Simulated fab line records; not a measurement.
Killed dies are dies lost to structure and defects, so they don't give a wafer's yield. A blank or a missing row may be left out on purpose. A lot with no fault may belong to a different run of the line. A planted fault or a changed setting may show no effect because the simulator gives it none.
fab line records	flow n5-finfet	part 2 of 2: steps 5 to 6 of 6
[record] lots = 19	wafers = 57	last-day = 18
route steps=1938 shown BEOL_M7@1299 BEOL_M8@1334
lots untouched by any fault: they come from a run of this same line in which no faults occurred
start-h: start of the lot's first displayed wafer, in hours after the record's first day	wait-h: hours from the lot's prior step to this one	" as in the row above	L1.1+2: a row that stands for several wafers	- no value, or no start given	* or withheld: withheld	< > ~ a bound
route shown NAME@n: a module of which the file shows steps, and the number in the route of the first	usual: average and standard deviation across the fault-free wafers	same: alike in all rows	chamber/n: place in a boat	sites: the reading at each site	_std_site: their standard deviation	_edge_site: the outer-site mean with the inner-site mean subtracted	radius-mm: for every site, how far away it sits from the centre of the wafer	mask NAME#n: copy n	behind: the tool/chamber that last shaped the wafer	hold: cause of the lot's hold/its duration in hours/its outcome	device: the n, p or np transistor that did not switch	end of line: tests run on the same wafers once the route is complete	step lacking rows: just its recipe	killed: dies that structure and defects cost at the first sort, which is not the same as the wafer's yield	map: dies across one wafer; x = killed, . = not, _ = none there
set.NAME: the setting that was run; set.NAME@STEP: the one run at that earlier step	model.NAME: the simulator's own value behind a step, which no gauge read
route steps across a sampled set of lots; one table per step, one row per wafer
services: from which hour (start-h, from the record's first day; less than 0 if before it) a tool's chamber was out of use, for how many hours, and why
[[steps]]
[step N5_BEOL_M8_STRIP_67]
[recipe] chemistry = CF4	resist = SiARC	power-w = 300	bias-power-w = 75	pressure-mtorr = 50	cf4-flow-sccm = 150	rf-frequency-hz = 6e+07
[usual] bias-power-w = 74.98/0.24	drypump-motor-current-A = 5.7/0.38	oes-product-au = 0.80/0.086	rf-vpp-V = 271.6/1.7	showerhead-plenum-p-Torr = 1.82/0.068	throttle-valve-pct = 13.54/0.3
lot.wafer	tool	chamber	start-h	wait-h	bias-power-w	drypump-motor-current-A	oes-product-au	rf-hours-counter-h	rf-vpp-V	showerhead-plenum-p-Torr	throttle-valve-pct
L074.1	rie-diel-02	1	200.55	0.0	74.88	5.9	0.97	2	274.0	1.92	13.32
L074.2	"	2	"	"	74.84	5.3	0.87	32	274.0	1.92	13.57
L074.3	"	0	"	"	74.98	5.1	0.71	229	268.8	1.70	13.86
L076.1	rie-diel-02	3	203.96	0.0	74.66	6.4	0.82	90	269.0	1.78	13.29
L076.4	"	2	"	"	74.81	5.3	0.87	33	273.8	1.92	13.57
L076.6	"	0	"	"	75.39	5.1	0.70	-	268.7	1.70	13.87
L075.1	rie-diel-03	1	211.32	0.0	75.03	6.2	0.93	8	270.2	1.76	12.97
L075.3	"	3	"	"	74.90	6.0	0.83	82	271.2	1.83	13.46
L075.4	"	3	"	"	74.69	6.0	0.83	-	271.7	1.83	13.50
L077.2	rie-diel-02	1	217.06	0.0	74.35	5.9	0.94	8	273.9	1.91	13.35
L077.4	"	3	"	"	74.77	6.4	0.82	95	271.1	1.78	13.33
L077.6	"	1	"	"	74.68	5.9	0.94	-	272.0	1.91	13.34
L078.1	rie-diel-01	2	225.75	0.0	74.76	5.1	0.85	62	271.0	1.73	13.24
L078.3	"	3	"	"	74.98	5.8	0.68	220	272.6	1.84	14.01
L078.4	"	1	"	"	74.91	6.1	0.73	202	270.6	1.75	13.54
L079.2	rie-diel-02	0	232.93	0.0	74.91	5.1	0.69	241	268.0	1.70	13.90
L079.3	"	3	"	"	74.70	6.4	0.81	100	270.1	1.78	13.32
L079.6	"	1	"	"	74.94	5.9	0.94	-	274.1	1.91	13.37
L081.4	rie-diel-01	2	240.72	0.0	75.09	5.1	0.85	67	269.8	1.73	13.25
L081.5	"	3	"	"	75.03	5.8	0.68	-	272.8	1.84	14.02
L081.6	"	0	"	"	74.81	5.8	0.71	-	272.9	1.88	13.93
L082.1	rie-diel-03	2	249.21	0.0	75.17	5.6	0.74	165	270.3	1.81	13.79
L082.5	"	2	"	"	75.11	5.6	0.74	-	271.4	1.81	13.79
L082.6	"	3	"	"	74.92	6.0	0.80	-	272.5	1.82	13.52
L083.2	rie-diel-01	3	253.35	0.0	75.17	5.8	0.68	231	274.0	1.84	14.04
L083.4	"	1	"	"	75.60	6.1	0.72	212	270.9	1.75	13.59
L083.6	"	1	"	"	75.41	6.1	0.72	-	271.2	1.75	13.61
L084.1	rie-diel-02	2	262.13	0.0	75.20	5.3	0.84	51	274.2	1.91	13.61
L084.3	"	1	"	"	75.20	5.9	0.90	22	275.6	1.91	13.40
L084.4	"	3	"	"	75.03	6.4	0.80	-	270.6	1.78	13.35
L085.1	rie-diel-03	1	262.52	0.0	74.93	6.1	0.89	21	270.6	1.76	13.01
L085.3	"	2	"	"	74.84	5.6	0.73	169	269.1	1.81	13.80
L085.5	"	0	"	"	74.98	5.4	0.93	-	275.0	1.89	13.25
L087.2	rie-diel-03	3	274.79	0.0	74.55	6.0	0.80	108	272.1	1.82	13.55
L087.5	"	2	"	"	74.89	5.6	0.73	-	271.7	1.80	13.81
L087.6	"	1	"	"	74.90	6.2	0.88	-	271.2	1.76	13.03
L090.1	rie-diel-01	3	291.92	0.0	74.50	5.8	0.67	243	273.1	1.84	14.08
L090.5	"	3	"	"	74.34	5.8	0.67	-	271.7	1.84	14.08
L090.6	"	0	"	"	75.22	5.8	0.70	-	273.7	1.88	13.96
L089.1	rie-diel-03	1	299.44	0.0	74.76	6.1	0.87	35	270.1	1.75	13.05
L089.2	"	0	"	"	74.74	5.4	0.91	22	275.5	1.89	13.28
L089.6	"	2	"	"	75.18	5.6	0.73	-	271.2	1.80	13.84
L092.1	rie-diel-03	0	310.82	0.0	74.73	5.4	0.90	26	271.7	1.89	13.29
L092.3	"	2	"	"	75.23	5.6	0.72	187	268.6	1.80	13.86
L092.4	"	3	"	"	74.88	6.0	0.78	121	270.6	1.82	13.57
L093.2	rie-diel-01	1	326.63	0.0	74.90	6.1	0.71	239	271.0	1.74	13.66
L093.4	"	2	"	"	75.02	5.2	0.80	-	270.6	1.72	13.32
L093.5	"	0	"	"	75.11	5.8	0.68	-	271.5	1.87	14.01
L091.1	rie-diel-02	0	328.29	0.0	75.22	5.0	0.92	11	271.4	1.90	13.32
L091.5	"	1	"	"	74.66	5.8	0.86	-	273.7	1.90	13.43
L091.6	"	2	"	"	75.00	5.3	0.81	-	272.7	1.91	13.67
L097.4	rie-diel-03	0	342.31	0.0	75.21	5.4	0.88	40	274.8	1.88	13.30
L097.5	"	0	"	"	75.07	5.4	0.88	-	271.6	1.88	13.32
L097.6	"	3	"	"	75.04	6.0	0.78	-	271.8	1.81	13.59
L096.1	rie-diel-03	0	342.57	0.0	75.57	5.4	0.88	40	273.4	1.88	13.31
L096.5	"	1	"	"	75.03	6.1	0.84	-	268.4	1.75	13.11
L096.6	"	2	"	"	74.88	5.6	0.71	-	270.4	1.80	13.89
[step N5_BEOL_M8_DESCUM_33]
[recipe] chemistry = O2	time-s = 7	source-power-w = 50	bias-power-w = 20	pressure-mtorr = 20	rf-frequency-hz = 2.712e+07	temp-c = 40	resist = CAR-EUV	o2-flow-sccm = 225
[usual] bias-power-w = 19.99/0.064	drypump-motor-current-A = 5.7/0.39	oes-product-au = 0.81/0.094	rf-vpp-V = 243.8/1.4	showerhead-plenum-p-Torr = 2.13/0.069	throttle-valve-pct = 20.38/0.29
lot.wafer	tool	chamber	start-h	wait-h	bias-power-w	drypump-motor-current-A	oes-product-au	rf-hours-counter-h	rf-vpp-V	showerhead-plenum-p-Torr	throttle-valve-pct
L074.1	rie-diel-03	0	201.71	0.4	19.90	5.4	0.66	248	240.5	1.96	20.61
L074.2	"	3	"	"	20.14	6.0	0.84	77	243.0	2.15	20.42
L074.3	"	2	"	"	19.92	5.6	0.73	141	242.7	2.12	20.69
L076.1	rie-diel-02	3	206.85	0.6	20.02	6.4	0.80	91	242.4	2.10	20.19
L076.4	"	1	"	"	20.10	5.8	0.95	4	245.8	2.21	20.02
L076.6	"	0	"	"	19.97	5.0	0.70	-	241.2	1.96	20.63
L075.1	rie-diel-02	0	216.11	0.3	20.09	5.1	0.70	235	242.0	1.96	20.63
L075.3	"	1	"	"	20.14	5.9	0.94	7	245.2	2.20	20.04
L075.4	"	3	"	"	20.01	6.4	0.80	95	242.6	2.10	20.16
L077.2	rie-diel-03	2	219.03	0.0	20.06	5.6	0.74	150	244.0	2.12	20.72
L077.4	"	1	"	"	19.96	6.2	0.93	-	242.6	2.05	19.83
L077.6	"	2	"	"	20.10	5.6	0.73	-	243.4	2.12	20.73
L078.1	rie-diel-03	3	226.41	0.0	20.08	6.0	0.82	89	244.0	2.15	20.43
L078.3	"	2	"	"	20.02	5.6	0.73	153	243.1	2.12	20.73
L078.4	"	2	"	"	20.00	5.6	0.73	-	244.1	2.12	20.73
L079.2	rie-diel-03	3	233.93	0.0	19.97	6.0	0.82	92	244.1	2.15	20.44
L079.3	"	0	"	"	19.99	5.4	0.96	3	244.3	2.22	20.14
L079.6	"	3	"	"	19.95	6.0	0.82	-	242.2	2.15	20.45
L081.4	rie-diel-03	2	241.79	0.3	19.95	5.6	0.72	-	242.7	2.12	20.73
L081.5	"	0	"	"	19.92	5.4	0.95	-	244.8	2.22	20.14
L081.6	"	3	"	"	19.98	5.9	0.81	-	243.1	2.15	20.44
L082.1	rie-diel-03	2	250.01	0.0	20.02	5.5	0.72	165	243.9	2.11	20.73
L082.5	"	2	"	"	20.00	5.6	0.71	-	243.9	2.11	20.75
L082.6	"	1	"	"	20.07	6.2	0.91	-	242.2	2.04	19.85
L083.2	rie-diel-02	1	255.62	0.0	19.95	5.9	0.90	19	245.7	2.20	20.05
L083.4	"	2	"	"	20.04	5.3	0.83	48	245.6	2.21	20.48
L083.6	"	2	"	"	20.00	5.3	0.83	-	243.8	2.22	20.47
L085.1	rie-diel-02	3	264.68	0.2	19.92	6.4	0.78	112	242.4	2.09	20.21
L085.3	"	1	"	"	20.00	5.9	0.90	23	243.9	2.20	20.05
L085.5	"	1	"	"	19.95	5.9	0.91	-	245.7	2.20	20.04
L084.1	rie-diel-02	2	265.08	0.4	20.01	5.3	0.83	52	246.5	2.21	20.50
L084.3	"	1	"	"	20.01	5.9	0.90	23	244.3	2.20	20.06
L084.4	"	3	"	"	19.99	6.4	0.78	-	242.4	2.09	20.19
L087.2	rie-diel-01	2	280.43	0.0	20.01	5.1	0.84	81	242.2	2.04	20.35
L087.5	"	3	"	"	20.06	5.8	0.67	-	243.2	2.15	21.02
L087.6	"	2	"	"	19.99	5.1	0.83	-	240.8	2.04	20.37
L090.1	rie-diel-01	0	293.98	0.4	19.98	5.8	0.69	218	243.9	2.15	20.46
L090.5	"	1	"	"	20.00	6.1	0.72	-	242.2	2.07	20.55
L090.6	"	0	"	"	20.05	5.8	0.68	-	245.3	2.15	20.47
L089.1	rie-diel-03	1	304.03	0.0	20.03	6.2	0.88	36	242.5	2.04	19.88
L089.2	"	2	"	"	19.90	5.6	0.70	185	243.5	2.11	20.78
L089.6	"	0	"	"	20.08	5.4	0.90	-	247.0	2.21	20.16
L092.1	rie-diel-02	3	313.64	0.0	20.01	6.4	0.76	128	245.5	2.09	20.23
L092.3	"	1	"	"	19.96	5.9	0.86	38	247.3	2.19	20.06
L092.4	"	2	"	"	20.02	5.3	0.81	68	245.1	2.21	20.51
L093.2	rie-diel-01	0	328.96	0.3	19.99	5.8	0.66	232	245.3	2.15	20.50
L093.4	"	3	"	"	19.92	5.7	1.01	0	244.2	2.15	20.55
L093.5	"	0	"	"	19.99	5.8	0.66	-	244.8	2.15	20.50
L091.1	rie-diel-03	2	329.35	0.4	20.13	5.6	0.70	196	242.0	2.10	20.79
L091.5	"	0	"	"	20.05	5.4	0.87	-	246.0	2.21	20.21
L091.6	"	2	"	"	20.12	5.5	0.69	-	242.4	2.10	20.79
L096.1	rie-diel-01	0	346.17	0.6	19.93	5.8	0.66	237	242.9	2.15	20.49
L096.5	"	0	"	"	19.93	5.8	0.66	-	244.4	2.15	20.49
L096.6	"	1	"	"	19.85	6.1	0.71	-	242.9	2.06	20.59
L097.4	rie-diel-02	0	346.60	1.0	19.99	5.1	0.90	18	245.1	2.21	20.16
L097.5	"	2	"	"	19.92	5.3	0.79	-	244.6	2.20	20.53
L097.6	"	1	"	"	20.00	5.9	0.84	-	245.3	2.19	20.10
[[services]]
tool	chamber	start-h	hours	kind
rie-diel-03	1	174.77	-	clean
rie-diel-03	1	174.77	-	consumable-replace:focus-ring
rie-diel-03	1	174.77	17.9	scheduled-down
rie-diel-03	1	174.77	17.9	vent-cycle
rie-diel-05	-	199.23	2.8	pm
rie-diel-03	0	206.91	-	clean
rie-diel-03	0	206.91	-	consumable-replace:focus-ring
rie-diel-03	0	206.91	-	consumable-replace:showerhead
rie-diel-03	0	206.91	19.3	scheduled-down
rie-diel-03	0	206.91	19.3	vent-cycle
rie-diel-01	0	227.96	4.4	repair
rie-diel-01	0	265.24	2.7	repair
rie-diel-05	2	268.41	8.9	repair
rie-diel-03	3	269.14	2.9	repair
rie-diel-03	0	276.55	9.1	repair
rie-diel-04	0	281.69	8.8	repair
rie-diel-03	0	288.37	9.7	repair
rie-diel-05	3	295.09	-	clean
rie-diel-06	3	296.55	2.8	repair
rie-diel-02	-	297.79	0.4	repair
rie-diel-05	1	307.24	4.8	repair
rie-diel-03	3	317.24	16.4	repair
rie-diel-02	0	318.32	7.6	repair
rie-diel-06	1	338.64	6.6	repair
